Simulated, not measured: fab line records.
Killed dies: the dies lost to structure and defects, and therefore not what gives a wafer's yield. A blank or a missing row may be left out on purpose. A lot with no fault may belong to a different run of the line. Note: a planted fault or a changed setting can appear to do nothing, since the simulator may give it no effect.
Chamber matching ; flow nand_harc ; NHARC_A_CONTACT_DESCUM_13 on rie_diel-07 has 4 sister chambers
The step chemistry O2, time 3 s. 8 wafers are shown with their chamber, then 8 later ones without.

## WAFERS WITH THEIR CHAMBER
wafer;chamber;showerhead_plenum_p_Torr (Torr);drypump_motor_current_A (A)
L083.3;3;2.05;5.6
L083.4;0;1.86;5.3
L083.5;2;1.89;4.9
L084.5;2;1.89;4.9
L089.3;1;1.78;6.1
L089.4;0;1.86;5.3
L089.5;3;2.05;5.7
L091.1;1;1.77;6.1

## WAFERS WITHOUT THEIR CHAMBER
wafer;showerhead_plenum_p_Torr (Torr);drypump_motor_current_A (A)
L091.3;1.85;5.3
L091.4;1.89;4.8
L095.1;1.85;5.4
L095.2;1.89;4.9
L095.4;1.77;6.0
L097.3;1.85;5.3
L097.5;2.04;5.7
L097.6;1.88;4.9

## WHICH CHAMBER EACH ONE RAN IN
wafer;from the rows above;in truth
L091.3;0;0
L091.4;2;2
L095.1;0;0
L095.2;2;2
L095.4;1;1
L097.3;0;0
L097.5;3;3
L097.6;2;2
8 of 8 placed correctly. From these rows, 0 cannot be placed. Wrongly placed: 0.
How it was worked out, from the rows above alone: a wafer's distance from a chamber is the root of the sum, over the readings, of the square of ((its reading less the chamber's mean) divided by the reading's scatter). If the next closest chamber is less than 2 further off than the closest, the wafer can't be placed; otherwise it belongs to the closest. The mean given for a chamber averages the wafers shown for that chamber. How the scatter is found: for the shown wafers, subtract from each reading the mean of its chamber, square and add these, divide the total by (wafers less chambers), then take the root.
